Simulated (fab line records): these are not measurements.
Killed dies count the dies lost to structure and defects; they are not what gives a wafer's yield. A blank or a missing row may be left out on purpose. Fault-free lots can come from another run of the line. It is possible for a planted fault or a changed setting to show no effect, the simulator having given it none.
Comparing a struck lot with a sound one ; flow n5 finfet ; 40 out of 1938 route steps
Sound: the wafers L144.1, L144.3. Struck: wafer L150.2; the same lot's L150.6 was not struck, so it is left out; see the end for the cause.
Order at every step that has rows: each side's tool, ch and its chambers, its first start. Under that, the readings that differ: sound wafers ; struck wafers ; difference of the means ; sigmas: that difference in standard deviations of wafers without a fault.
alike: a reading whose means differ by less than 2 such deviations, as well as words and numbers matching on both sides. not compared: withheld readings; readings where some wafer has no value; bounds like >300 that might hide an equal value; numbers whose values overlap and for which the record gives no deviation.
The two part at a step that has a row with sigmas, a row that says differs or no value, or rows on one side only. Numbers that don't overlap but have no deviation are shown without sigmas and don't part them. A reading that every wafer of one side lacks parts them only if that side has two wafers or more.

first, 9 steps without rows for these wafers: N5_BEOL_M4_ANNEAL_95 (time 240 s); N5_BEOL_M4_SPUTTER_96 (material Cu, target thk 4.5 nm, time 8.29 s); N5_BEOL_M4_ECD_50 (material Cu, target thk 300 nm); N5_BEOL_M4_ANNEAL_51 (time 90 s); N5_BEOL_M4_CMP_52 (polishes, stops on SiOC, t overpolish 6.8 s, target thk 40 nm); N5_BEOL_M4_PRE_CLEAN_60 (time 15 s); N5_BEOL_M4_CO_CAP_55 (material Co, precursor CCTBA/H2, target thk 2 nm, time 102.1 s); N5_BEOL_M4_PRE_CLEAN_56 (time 15 s); N5_BEOL_M4_DEP_57 (deposits SiCN from 3MS/NH3, target thk 8 nm, time 14 s).
N5_BEOL_M4_RC_MEAS_101:
  sound on prober-02 ch 0, day 9 21:50; struck on prober-01 ch 0, day 11 11:31
reading;sound;struck;difference;sigmas
ION_P (uA/um);477 493;460;-25;-3
  alike: DIBL_N, DIBL_P, IOFF_N, IOFF_P, ION_N, SS_N, SS_P, VT_N, VT_P
then, 24 steps without rows for these wafers: N5_BEOL_M5_ILD_DEP_00 (deposits SiCOH lowk from DEMS/porogen, target thk 140.64 nm, time 25.9 s); N5_BEOL_M5_CURE_79 (cures SiCOH lowk, time 240 s); N5_BEOL_M5_PECVD_70 (deposits SiO2 from TEOS/O2, target thk 16 nm, time 18 s); N5_BEOL_M5_HM_DEP_02 (deposits TiN, target thk 20 nm); N5_BEOL_M5_COAT_59 (time 60 s, resist thk 60 nm); N5_BEOL_M5_COAT_60 (time 60 s, resist thk 12 nm); N5_BEOL_M5_COAT_71 (time 60 s, resist thk 5 nm); N5_BEOL_M5_COAT_05 (resist thk 30 nm); N5_BEOL_M5_EBR_07; N5_BEOL_M5_SOFTBAKE_06 (time 60 s); N5_BEOL_M5_EXPOSE_08 (exposes mask M5, target cd 28 nm); N5_BEOL_M5_PEB_09 (peb time 60 s); N5_BEOL_M5_DEVELOP_10 (develop time 30 s); N5_BEOL_M5_DESCUM_16 (chemistry O2, time 7 s); N5_BEOL_M5_ETCH_72 (etches underlayer in N2/H2, target depth 6.5 nm, time 5.2 s); N5_BEOL_M5_ETCH_61 (etches SiARC in CF4, target depth 15.6 nm, time 26 s); N5_BEOL_M5_ETCH_62 (etches SOC in N2/H2, target depth 75 nm, overetch 15 nm, time 112.5 s); N5_BEOL_M5_STRIP_63 (strips in N2/H2); N5_BEOL_M5_STRIP_73 (strips in N2/H2); N5_BEOL_M5_STRIP_64 (strips in CF4); N5_BEOL_M5_HM_OPEN_17 (chemistry Cl2/BCl3, target TiN, target depth 20 nm, overetch 6 nm); N5_BEOL_M5_STRIP_19 (strips in O2); N5_BEOL_M5_COAT_65 (time 60 s, resist thk 60 nm); N5_BEOL_M5_COAT_66 (time 60 s, resist thk 12 nm).
N5_BEOL_M7_ETCH_62: etches SOC in N2/H2, target depth 110 nm, overetch 22 nm, time 165 s.
  sound on rie diel-02 ch 2,3, day 10 22:32; struck on rie diel-02 ch 1, day 12 11:00
reading;sound;struck;difference;sigmas
drypump motor current A (A);5.1 5.4;6.5;+1.2;+3
model.etch.depth nm (nm);99.48 99.74;69.74;-29.87;
model.SiARC_of_BEOL_M7_COAT_60.thk nm (nm);28.6 28.4;31.6;+3.1;
model.BEOL_M7.cd offset nm (nm);-0.2 0;-2;-2;
  alike: h2 flow sccm, oes product au, rf vpp V, showerhead plenum p Torr, throttle valve pct
  not compared: rf hours counter h
N5_BEOL_M7_HM_OPEN_17: chemistry Cl2/BCl3, target TiN, target depth 20 nm, overetch 6 nm.
  sound on rie metal-01 ch 0,1, day 10 22:43; struck on rie metal-02 ch 1, day 12 11:11
reading;sound;struck;difference;sigmas
oes product au (a.u.);0.71 0.63;0.31;-0.36;-8
throttle valve pct (%);22.14 21.88;22.80;+0.79;+3
model.BEOL_M7.cd offset nm (nm);-0.2 0;-2;-2;
  alike: drypump motor current A
  not compared: rf hours counter h
N5_BEOL_M7_CD_MEAS_18: pitch 80 nm, target cd 40 nm.
  sound: cd sem-02 at day 10 22:55; struck: cd sem-02 at day 12 11:28
  not compared: cd nm
N5_BEOL_M7_VIA_ETCH_34: etches SiCOH lowk in C4F6/O2, target depth 125.5 nm, time 50.5 s.
  sound on rie diel-02 ch 2,3, day 10 23:44; struck on rie diel-04 ch 0, day 12 12:22
reading;sound;struck;difference;sigmas
oes product au (a.u.);0.72 0.68;0.26;-0.44;-5
  alike: O2_flow_sccm, drypump motor current A, oes_f_703_au, oes_o_777_au, rf vpp V, showerhead plenum p Torr, throttle valve pct
  not compared: rf hours counter h
N5_BEOL_M7_OCD_MEAS_38:
  sound: ocd-01 at day 10 23:59; struck: ocd-01 at day 12 12:37
  not compared: trench depth nm
-- the record jumps here: 3 days lie between the struck wafers' starts before and after (it left off in module BEOL_M7 and takes up again in module PASSIVATION, whose first step shown is number 1936 of the route) --
N5_PASSIVATION_PROBE_49:
  sound: prober-02 at day 14 05:50; struck: prober-01 at day 15 11:50
reading;sound;struck;difference;sigmas
defect limited yield (%);93.1 92.6;0;-93;-66
killed_at_M0_to_M3;29 31;52;+22;+2
killed_at_M4_up;16 12;1048;+1034;+99 or more
killed at front end;35 30;69;+36;+3
killed dies;82 87;1180;+1096;+64
killed on rim;16 14;152;+137;+35
killed open;55 57;107;+51;+4
sort_bin_5_function (%);4.2 3.1;95.4;+91.8;+92
sort n pass;1098 1093;0;-1096;-58
sort yield pct (%);93.1 92.6;0;-93;-58
  alike: killed at contacts, killed at other, killed short, sort_bin_6_memory

WHERE THEY PART
Earliest at N5_BEOL_M4_RC_MEAS_101; latest, in this record, at N5_PASSIVATION_PROBE_49.

WHY: what the simulator had put in
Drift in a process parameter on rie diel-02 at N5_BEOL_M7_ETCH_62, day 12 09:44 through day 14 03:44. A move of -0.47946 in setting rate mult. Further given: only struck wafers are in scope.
